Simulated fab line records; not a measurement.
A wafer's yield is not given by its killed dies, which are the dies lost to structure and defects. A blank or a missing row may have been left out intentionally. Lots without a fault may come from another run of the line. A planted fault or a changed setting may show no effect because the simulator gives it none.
fab line records | flow n5-finfet
[record] lots = 10 | wafers = 28 | last-day = 17
route steps=1938 shown BEOL_M14@1757 BEOL_M15@1787 PASSIVATION@1936
lots with no fault: from the same line, run without faults
start-h: hours from the record's opening day to when the first of the lot's shown wafers began | wait-h: hours since the lot's step before | " repeats the value in the row above | L1.1+2: one row covering several wafers at once | - no value, or no start was given | * or withheld: withheld | < > ~ a bound
route shown NAME@n: NAME is a module with steps in the file, n the number in the route of the first one | usual: mean/standard deviation of fault-free wafers | same: alike in all rows | chamber/n: place in a boat | sites: each site's reading | _std_site: the standard deviation of these | _edge_site: mean of outer sites minus mean of inner sites | radius-mm: for every site, how far away it sits from the centre of the wafer | mask NAME#n: copy n | behind: the last tool/chamber to shape the wafer | hold: reason for holding the lot/hours on hold/outcome of the hold | device: the transistor (n, p or np) that didn't switch | end of line: tests run on the same wafers once the route is complete | where a step has no rows: the recipe by itself | killed: dies lost to structure and defects at the first sort, not the wafer's yield | map: per-die view of a wafer (x killed, . not killed, _ where there is no die)
set.NAME: the setting the step ran with; set.NAME@STEP: the setting that earlier step ran with | model.NAME: the simulator's own value behind a step, which no gauge read
steps of the route over a sample of lots; a table a step, a row a wafer
services: a tool's chamber out of use, with start hour (start-h, from the record's first day; less than 0 if before it), hours out, and reason
[[steps]]
[step N5_BEOL_M14_ETCH_38]
[recipe] chemistry = CF4/N2 | target = SiCN | target-depth-a = 1065 | taper-deg = 2 | time-s = 120.6 | ion-energy-ev = 150 | mask-material = SiO2 | pressure-mtorr = 40 | source-w = 430 | bias-w = 70 | Ar_flow_sccm = 100 | cf4-flow-sccm = 60 | n2-flow-sccm = 60
[usual] drypump-motor-current-A = 5.6/0.53 | mfc-ar-sccm = 100.01/0.3 | n2-flow-sccm = 59.99/0.2 | oes-product-au = 0.81/0.085 | rf-fwd-power-W = 428.5/1.4 | rf-vpp-V = 382.5/2 | showerhead-plenum-p-Torr = 2.22/0.079 | throttle-valve-pct = 15.41/0.23
lot.wafer | tool        | chamber | start-h | wait-h | drypump-motor-current-A | mfc-ar-sccm | n2-flow-sccm | oes-product-au | rf-fwd-power-W | rf-hours-counter-h | rf-vpp-V | showerhead-plenum-p-Torr | throttle-valve-pct
L703.2    | rie-diel-06 | 2       | -       | -      | 5.2                     | 99.86       | 59.90        | 0.78           | 431.2          | 130                | 380.1    | 2.12                     | 15.55
L703.3    | "           | 0       | "       | "      | 5.0                     | 100.11      | 60.27        | 0.71           | 428.6          | 205                | 383.7    | 2.27                     | 15.72
L703.5    | "           | 2       | "       | "      | 5.2                     | 100.01      | 60.22        | 0.79           | 429.1          | -                  | 381.2    | 2.12                     | 15.54
L705.1    | rie-diel-03 | 0       | -       | -      | 6.3                     | 99.93       | 60.05        | 0.69           | 428.0          | 242                | 382.8    | 2.26                     | 15.73
L705.4    | "           | 1       | "       | "      | 4.8                     | 100.03      | 60.19        | 0.77           | 428.8          | 119                | 382.1    | 2.13                     | 15.14
L705.6    | "           | 1       | "       | "      | 4.8                     | 100.05      | 59.87        | 0.77           | 429.5          | -                  | 380.2    | 2.13                     | 15.13
L708.1    | rie-diel-01 | 3       | -       | -      | 6.5                     | 99.68       | 59.76        | 0.83           | 428.7          | 79                 | 385.6    | 2.32                     | 15.16
L708.2    | "           | 2       | "       | "      | 5.1                     | 100.10      | 59.90        | 0.75           | 428.5          | 140                | 384.1    | 2.31                     | 15.77
L708.5    | "           | 3       | "       | "      | 6.5                     | 99.64       | 60.03        | 0.83           | 427.8          | -                  | 384.5    | 2.32                     | 15.18
L711.1    | rie-diel-01 | 2       | -       | -      | 5.1                     | 100.06      | 60.20        | 0.75           | 427.9          | 149                | 384.8    | 2.30                     | 15.80
L711.3    | "           | 1       | "       | "      | 5.8                     | 99.89       | 60.05        | 0.87           | 431.3          | 43                 | 381.3    | 2.16                     | 15.25
L711.6    | "           | 0       | "       | "      | 5.7                     | 99.88       | 60.01        | 0.71           | 430.4          | -                  | 382.2    | 2.16                     | 15.74
L720.4    | rie-diel-03 | 3       | -       | -      | 5.8                     | 100.44      | 59.92        | 0.84           | 428.6          | 77                 | 382.4    | 2.22                     | 15.45
L720.6    | "           | 1       | "       | "      | 4.8                     | 100.11      | 60.38        | 0.74           | 430.5          | -                  | 379.7    | 2.12                     | 15.20
L718.4    | rie-diel-06 | 0       | -       | -      | 5.0                     | 99.97       | 60.01        | 0.68           | 427.8          | -                  | 383.9    | 2.26                     | 15.80
L718.5    | "           | 1       | "       | "      | 5.4                     | 100.09      | 60.05        | 0.74           | 430.0          | -                  | 381.6    | 2.21                     | 15.54
L721.1    | rie-diel-01 | 0       | -       | -      | 5.6                     | 100.30      | 59.93        | 0.97           | 427.9          | 11                 | 381.2    | 2.16                     | 15.28
L721.2    | "           | 2       | "       | "      | 5.1                     | 100.20      | 59.81        | 0.72           | 427.0          | 172                | 384.8    | 2.29                     | 15.84
L721.5    | "           | 2       | "       | "      | 5.1                     | 99.75       | 59.90        | 0.72           | 427.3          | -                  | 383.9    | 2.29                     | 15.85
L723.2    | rie-diel-03 | 0       | -       | -      | 6.2                     | 100.26      | 60.03        | 0.94           | 428.3          | 24                 | 383.4    | 2.25                     | 15.29
L723.3    | "           | 1       | "       | "      | 4.9                     | 100.64      | 60.00        | 0.73           | 430.6          | 163                | 380.8    | 2.12                     | 15.22
L723.4    | "           | 2       | "       | "      | 5.7                     | 100.05      | 60.08        | 0.90           | 427.3          | 17                 | 385.7    | 2.35                     | 15.28
L724.1    | rie-diel-01 | 0       | -       | -      | 5.6                     | 99.67       | 60.10        | 0.95           | 429.4          | 19                 | 380.8    | 2.15                     | 15.32
L724.4    | "           | 3       | "       | "      | 6.5                     | 99.75       | 60.11        | 0.79           | 426.8          | 116                | 384.2    | 2.31                     | 15.24
L724.5    | "           | 0       | "       | "      | 5.6                     | 100.09      | 60.17        | 0.95           | 430.2          | -                  | 380.7    | 2.15                     | 15.28
L726.1    | rie-diel-03 | 2       | -       | -      | 5.8                     | 99.69       | 60.52        | 0.88           | 426.6          | 21                 | 385.6    | 2.35                     | 15.29
L726.3    | "           | 1       | "       | "      | 4.8                     | 99.83       | 59.72        | 0.73           | 429.0          | 168                | 379.4    | 2.11                     | 15.24
L726.5    | "           | 2       | "       | "      | 5.8                     | 100.00      | 59.88        | 0.88           | 428.0          | -                  | 385.7    | 2.35                     | 15.28
[step N5_BEOL_M14_INSPECT_55]
[recipe] inspect-instrument = darkfield | mode = post-dep
[usual] raw-defect-count = 75/25
lot.wafer | tool              | chamber | start-h | wait-h | raw-defect-count
L703.2    | defect-inspect-01 | -       | 234.75  | 0.0    | 87
L703.3    | "                 | -       | "       | "      | 85
L703.5    | "                 | -       | "       | "      | 64
L705.1    | defect-inspect-02 | -       | 251.33  | 0.0    | 80
L705.4    | "                 | -       | "       | "      | 58
L705.6    | "                 | -       | "       | "      | 61
L708.1    | defect-inspect-01 | -       | 261.18  | 0.0    | 64
L708.2    | "                 | -       | "       | "      | 67
L708.5    | "                 | -       | "       | "      | 58
L711.1    | defect-inspect-02 | -       | 290.92  | 0.0    | 93
L711.3    | "                 | -       | "       | "      | 91
L711.6    | "                 | -       | "       | "      | 82
L718.4    | defect-inspect-01 | -       | 344.59  | 0.0    | 52
L718.5    | "                 | -       | "       | "      | 48
L720.4    | defect-inspect-01 | -       | 344.82  | 0.0    | 65
L720.6    | "                 | -       | "       | "      | 54
L721.1    | defect-inspect-01 | -       | 354.92  | 0.0    | 48
L721.2    | "                 | -       | "       | "      | 59
L721.5    | "                 | -       | "       | "      | 38
L723.2    | defect-inspect-02 | -       | 366.52  | 0.0    | 134
L723.3    | "                 | -       | "       | "      | 132
L723.4    | "                 | -       | "       | "      | 116
L724.1    | defect-inspect-01 | -       | 376.25  | 0.0    | 54
L724.4    | "                 | -       | "       | "      | 75
L724.5    | "                 | -       | "       | "      | 32
L726.1    | defect-inspect-02 | -       | 383.93  | 0.0    | 128
L726.3    | "                 | -       | "       | "      | 68
L726.5    | "                 | -       | "       | "      | 95
[step N5_BEOL_M15_ETCH_59]
[recipe] chemistry = N2/H2 | target = BARC | target-depth-a = 890 | overetch-a = 267 | time-s = 67.9 | ion-energy-ev = 200 | pressure-mtorr = 30 | source-w = 840 | bias-w = 150 | n2-flow-sccm = 200 | h2-flow-sccm = 200
[usual] drypump-motor-current-A = 5.8/0.44 | n2-flow-sccm = 200.1/0.6 | oes-product-au = 0.66/0.073 | rf-fwd-power-W = 834/3.4 | rf-vpp-V = 523.1/2.2 | run-length-s = 91.3/0.32 | showerhead-plenum-p-Torr = 2.52/0.073 | throttle-valve-pct = 17.9/0.33
lot.wafer | tool        | chamber | start-h | wait-h | drypump-motor-current-A | n2-flow-sccm | oes-product-au | rf-fwd-power-W | rf-hours-counter-h | rf-vpp-V | run-length-s | showerhead-plenum-p-Torr | throttle-valve-pct
L703.2    | rie-diel-05 | 1       | 235.63  | 0.0    | 6.3                     | 199.8        | 0.59           | 825            | 241                | 525.5    | 91.9         | 2.62                     | 17.9
L703.3    | "           | 0       | "       | "      | 6.1                     | 200.4        | 0.70           | 830            | 83                 | 525.3    | 91.1         | 2.56                     | 18.0
L703.5    | "           | 2       | "       | "      | 5.3                     | 201.3        | 0.61           | 835            | -                  | 525.4    | 91.5         | 2.64                     | 17.9
L705.1    | rie-diel-04 | 3       | 252.17  | 0.0    | 5.3                     | 199.9        | 0.81           | 831            | 12                 | 522.5    | 91.4         | 2.49                     | 17.2
L705.4    | "           | 0       | "       | "      | 5.2                     | 200.0        | 0.60           | 836            | 216                | 520.9    | 91.6         | 2.42                     | 18.0
L705.6    | "           | 0       | "       | "      | 5.2                     | 198.9        | 0.60           | 837            | -                  | 518.4    | 91.2         | 2.42                     | 18.0
L708.1    | rie-diel-04 | 0       | 261.89  | 0.0    | 5.2                     | 199.8        | 0.61           | 835            | 219                | 520.6    | 91.7         | 2.41                     | 18.0
L708.2    | "           | 2       | "       | "      | 6.3                     | 199.5        | 0.61           | 833            | 185                | 523.0    | 91.4         | 2.52                     | 18.1
L708.5    | "           | 1       | "       | "      | 5.2                     | 200.4        | 0.71           | 836            | -                  | 524.0    | 90.9         | 2.58                     | 17.9
L711.1    | rie-diel-04 | 1       | 292.01  | 0.0    | 5.2                     | 199.9        | 0.71           | 835            | 67                 | 523.8    | 91.1         | 2.58                     | 17.9
L711.3    | "           | 0       | "       | "      | 5.2                     | 199.8        | 0.60           | 832            | 224                | 520.5    | 91.8         | 2.41                     | 18.0
L711.6    | "           | 3       | "       | "      | 5.3                     | 200.0        | 0.79           | 835            | -                  | 522.5    | 91.5         | 2.49                     | 17.2
L718.4    | rie-diel-04 | 3       | 345.30  | 0.0    | 5.3                     | 200.5        | 0.70           | 839            | 34                 | 523.0    | 103.7        | 2.48                     | 17.2
L718.5    | "           | 2       | "       | "      | 6.2                     | 199.4        | 0.56           | 836            | -                  | 523.0    | 103.8        | 2.51                     | 18.1
L720.4    | rie-diel-04 | 0       | 345.71  | 0.0    | 5.2                     | 199.3        | 0.54           | 835            | 238                | 519.6    | 103.6        | 2.41                     | 18.0
L720.6    | "           | 3       | "       | "      | 5.3                     | 200.5        | 0.77           | 832            | -                  | 523.1    | 91.5         | 2.48                     | 17.2
L721.1    | rie-diel-04 | 1       | 355.76  | 0.0    | 5.2                     | 199.6        | 0.70           | 839            | 85                 | 524.9    | 91.3         | 2.57                     | 17.9
L721.2    | "           | 3       | "       | "      | 5.3                     | 200.0        | 0.75           | 837            | 39                 | 522.0    | 91.5         | 2.48                     | 17.2
L721.5    | "           | 1       | "       | "      | 5.2                     | 199.8        | 0.63           | 837            | -                  | 524.5    | 103.5        | 2.57                     | 17.9
L723.2    | rie-diel-05 | 1       | 367.24  | 0.0    | 6.3                     | 200.6        | 0.77           | 830            | 21                 | 525.6    | 91.8         | 2.60                     | 17.5
L723.3    | "           | 0       | "       | "      | 6.1                     | 200.9        | 0.66           | 833            | 128                | 524.9    | 90.8         | 2.54                     | 18.1
L723.4    | "           | 2       | "       | "      | 5.3                     | 199.4        | 0.58           | 838            | 248                | 524.4    | 91.7         | 2.62                     | 17.9
L724.1    | rie-diel-05 | 0       | 377.09  | 0.0    | 6.1                     | 199.9        | 0.66           | 828            | 131                | 523.7    | 90.8         | 2.54                     | 18.1
L724.4    | "           | 1       | "       | "      | 6.3                     | 199.0        | 0.76           | 829            | -                  | 526.8    | 91.9         | 2.60                     | 17.5
L724.5    | "           | 3       | "       | "      | 6.1                     | 199.8        | 0.63           | 831            | -                  | 521.0    | 91.6         | 2.41                     | 17.7
L726.1    | rie-diel-02 | 2       | 384.77  | 0.0    | 6.3                     | 200.3        | 0.58           | 832            | 240                | 523.7    | 91.3         | 2.61                     | 18.1
L726.3    | "           | 3       | "       | "      | 5.9                     | 199.7        | 0.79           | 828            | 17                 | 522.6    | 91.4         | 2.49                     | 17.5
L726.5    | "           | 3       | "       | "      | 5.9                     | 200.4        | 0.79           | 824            | -                  | 521.1    | 91.1         | 2.49                     | 17.5
[step N5_BEOL_M15_TRENCH_ETCH_34]
[recipe] chemistry = C4F8/O2/Ar | target = SiO2 | target-depth-a = 8729.3 | he-inner-torr = 15 | he-outer-torr = 30 | time-s = 199 | ion-energy-ev = 800 | pressure-mtorr = 20 | source-w = 1905 | bias-w = 2040 | Ar_flow_sccm = 400 | C4F8_flow_sccm = 16 | O2_flow_sccm = 12
[usual] O2_flow_sccm = 12.00/0.035 | drypump-motor-current-A = 5.8/0.39 | mfc-ar-sccm = 400.0/1.1 | oes-product-au = 0.76/0.092 | rf-fwd-power-W = 1901/6.3 | rf-vpp-V = 2221/24 | showerhead-plenum-p-Torr = 3.41/0.084 | throttle-valve-pct = 30.93/0.29
lot.wafer | tool        | chamber | start-h | wait-h | O2_flow_sccm | drypump-motor-current-A | mfc-ar-sccm | oes-product-au | rf-fwd-power-W | rf-hours-counter-h | rf-vpp-V | showerhead-plenum-p-Torr | throttle-valve-pct
L703.2    | rie-diel-04 | 2       | 237.27  | 0.0    | 12.00        | 6.2                     | 400.2       | 0.73           | 1901           | 178                | 2211     | 3.44                     | 31.24
L703.3    | "           | 3       | "       | "      | 11.94        | 5.3                     | 400.4       | 0.98           | 1912           | 8                  | 2243     | 3.40                     | 30.40
L703.5    | "           | 3       | "       | "      | 11.91        | 5.3                     | 400.9       | 0.97           | 1904           | -                  | 2244     | 3.40                     | 30.39
L705.1    | rie-diel-04 | 1       | 253.69  | 0.0    | 11.97        | 5.3                     | 399.2       | 0.84           | 1902           | 60                 | 2254     | 3.50                     | 31.04
L705.4    | "           | 0       | "       | "      | 11.96        | 5.3                     | 402.5       | 0.70           | 1907           | 217                | 2239     | 3.29                     | 31.03
L705.6    | "           | 2       | "       | "      | 12.02        | 6.2                     | 400.2       | 0.71           | 1897           | -                  | 2211     | 3.44                     | 31.25
L708.1    | rie-diel-02 | 0       | 263.86  | 0.0    | 12.02        | 5.8                     | 400.5       | 0.71           | 1905           | 232                | 2245     | 3.39                     | 30.98
L708.2    | "           | 3       | "       | "      | 12.04        | 5.8                     | 398.6       | 0.69           | 1896           | 248                | 2202     | 3.40                     | 30.76
L708.5    | "           | 3       | "       | "      | 12.03        | 5.8                     | 399.9       | 0.69           | 1896           | -                  | 2201     | 3.40                     | 30.75
L711.1    | rie-diel-04 | 1       | 293.93  | 0.0    | 12.00        | 5.2                     | 398.1       | 0.84           | 1900           | 68                 | 2253     | 3.50                     | 31.06
L711.3    | "           | 3       | "       | "      | 12.00        | 5.3                     | 400.1       | 0.95           | 1904           | 20                 | 2244     | 3.39                     | 30.41
L711.6    | "           | 3       | "       | "      | 11.99        | 5.3                     | 398.5       | 0.94           | 1898           | -                  | 2243     | 3.39                     | 30.42
L718.4    | rie-diel-02 | 1       | 347.22  | 0.1    | 12.01        | 6.1                     | 399.1       | 0.72           | 1895           | -                  | 2221     | 3.30                     | 31.37
L718.5    | "           | 0       | "       | "      | 12.00        | 5.8                     | 399.9       | 0.69           | 1909           | -                  | 2244     | 3.38                     | 30.99
L720.4    | rie-diel-02 | 2       | 347.63  | 0.1    | 12.00        | 6.3                     | 401.1       | 0.69           | 1906           | -                  | 2226     | 3.52                     | 30.98
L720.6    | "           | 1       | "       | "      | 11.93        | 6.0                     | 400.0       | 0.71           | 1901           | -                  | 2220     | 3.30                     | 31.37
L721.1    | rie-diel-02 | 0       | 357.47  | 0.0    | 12.00        | 5.8                     | 402.0       | 0.69           | 1898           | 261                | 2244     | 3.38                     | 31.01
L721.2    | "           | 2       | "       | "      | 11.98        | 6.3                     | 397.5       | 0.67           | 1894           | 230                | 2225     | 3.51                     | 30.97
L721.5    | "           | 3       | "       | "      | 12.04        | 5.9                     | 403.0       | 0.94           | 1897           | -                  | 2201     | 3.40                     | 30.57
L723.2    | rie-diel-02 | 3       | 368.78  | 0.0    | 12.08        | 5.9                     | 399.6       | 0.94           | 1894           | 12                 | 2200     | 3.40                     | 30.58
L723.3    | "           | 2       | "       | "      | 12.00        | 6.3                     | 400.0       | 0.68           | 1902           | 234                | 2225     | 3.51                     | 30.96
L723.4    | "           | 1       | "       | "      | 12.04        | 6.0                     | 398.8       | 0.71           | 1908           | 178                | 2221     | 3.29                     | 31.38
L724.1    | rie-diel-04 | 2       | 378.72  | 0.0    | 12.02        | 6.2                     | 401.3       | 0.70           | 1900           | 215                | 2209     | 3.42                     | 31.26
L724.4    | "           | 1       | "       | "      | 12.00        | 5.2                     | 397.6       | 0.79           | 1892           | 92                 | 2253     | 3.48                     | 31.07
L724.5    | "           | 3       | "       | "      | 12.01        | 5.3                     | 399.4       | 0.88           | 1906           | -                  | 2242     | 3.38                     | 30.44
L726.1    | rie-diel-05 | 0       | 386.71  | 0.0    | 12.03        | 6.1                     | 400.2       | 0.77           | 1907           | 134                | 2227     | 3.43                     | 31.07
L726.3    | "           | 3       | "       | "      | 11.95        | 6.1                     | 400.6       | 0.73           | 1911           | 166                | 2198     | 3.30                     | 30.88
L726.5    | "           | 0       | "       | "      | 11.97        | 6.1                     | 399.9       | 0.77           | 1901           | -                  | 2228     | 3.43                     | 31.08
[step N5_PASSIVATION_PROBE_49]
[usual] defect-limited-yield = 91.3/1.5 | killed_at_M0_to_M3 = 34/9.4 | killed_at_M4_up = 13/5.3 | killed-at-contacts = 13/5.7 | killed-at-front-end = 40/10 | killed-at-other = 3.7/2.8 | killed-dies = 103/17 | killed-open = 67/13 | killed-short = 35/8.5 | sort_bin_4_leakage = 0.00/0.016 | sort_bin_5_function = 5.0/0.98 | sort_bin_6_memory = 3.3/0.7 | sort-n-pass = 1077/17 | sort-yield-pct = 91.3/1.5
[same] gross-dies = 1180 | killed-at-back-side = 0 | sort_bin_8_speed[%] = 0
lot.wafer | tool      | chamber | start-h | wait-h | defect-limited-yield[%] | killed_at_M0_to_M3 | killed_at_M4_up | killed-at-contacts | killed-at-front-end | killed-at-other | killed-dies | killed-open | killed-short | sort_bin_4_leakage[%] | sort_bin_5_function[%] | sort_bin_6_memory[%] | sort-n-pass | sort-yield-pct[%]
L718.4    | prober-01 | -       | 365.31  | 0.2    | 91.2                    | 42                 | 12              | 10                 | 37                  | 3               | 104         | 59          | 45           | 0                     | 5.7                    | 2.7                  | 1076        | 91.2
// killed by level:class
L718.4 BEOL_M0_SAQP:geometric-particle:open=13 FIN_SAQP:geometric-particle:short=9 BEOL_M0_SAQP:geometric-particle:short=9 MOL_CONTACT_COAG:geometric-particle:open=7 FIN_SAQP:geometric-particle:open=6 BEOL_M2:geometric-particle:open=6 STI_FIN_REVEAL:geometric-particle:open=5 BEOL_M4:geometric-particle:short=5
[[services]]
tool        | chamber | start-h | hours | kind
rie-diel-03 | 1       | 213.27  | 14.2  | repair
rie-diel-03 | 0       | 218.88  | 6.2   | repair
rie-diel-04 | 1       | 229.69  | 7.4   | repair
rie-diel-06 | 1       | 254.91  | 6.7   | repair
rie-diel-06 | 3       | 258.08  | 2.7   | repair
rie-diel-05 | 3       | 265.18  | 6.2   | repair
rie-diel-02 | 3       | 267.81  | -     | clean
rie-diel-02 | 3       | 267.81  | -     | consumable-replace:focus-ring
rie-diel-02 | 3       | 267.81  | 36.6  | scheduled-down
rie-diel-04 | -       | 273.42  | 14.6  | pm
rie-diel-02 | 0       | 279.54  | 8.0   | repair
rie-diel-02 | 0       | 289.38  | 4.3   | repair
rie-diel-02 | 0       | 316.61  | 4.1   | repair
rie-diel-02 | 2       | 319.89  | 2.5   | repair
rie-diel-02 | 3       | 323.57  | 29.4  | repair
rie-diel-02 | 1       | 326.74  | 3.5   | repair
rie-diel-06 | 2       | 336.84  | 9.5   | repair
rie-diel-01 | -       | 354.60  | 0.3   | repair
rie-diel-04 | 0       | 356.87  | 1.3   | repair
rie-diel-02 | 0       | 364.04  | 1.5   | repair
rie-diel-02 | 0       | 375.58  | 11.8  | repair
rie-diel-04 | 0       | 384.10  | -     | clean
rie-diel-04 | 0       | 384.10  | -     | consumable-replace:focus-ring
rie-diel-04 | 0       | 384.10  | -     | consumable-replace:showerhead
[[key]]
[first-sign] step = N5_BEOL_M15_ETCH_59 | reading = run-length-s | direction = up | sigmas = 38 | usual = * | struck = *
effect none on later readings
met-at N5_BEOL_M15_ETCH_59
struck-lots L718,L720,L721
struck-wafers L718.4,L718.5,L720.4,L721.5
not-acting-at N5_BEOL_M14_ETCH_38,N5_BEOL_M14_INSPECT_55,N5_BEOL_M15_TRENCH_ETCH_34
onset-between 292.01 345.30
[fault] kind = process-parameter-drift | tool = rie-diel-04 | chamber = - | onset-h = 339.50 | steps = N5_BEOL_M15_ETCH_59 | channel = time-s | offset = * | shape = step | end-h = 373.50 | scope = struck-wafers-only | acts-in = * | stated = *
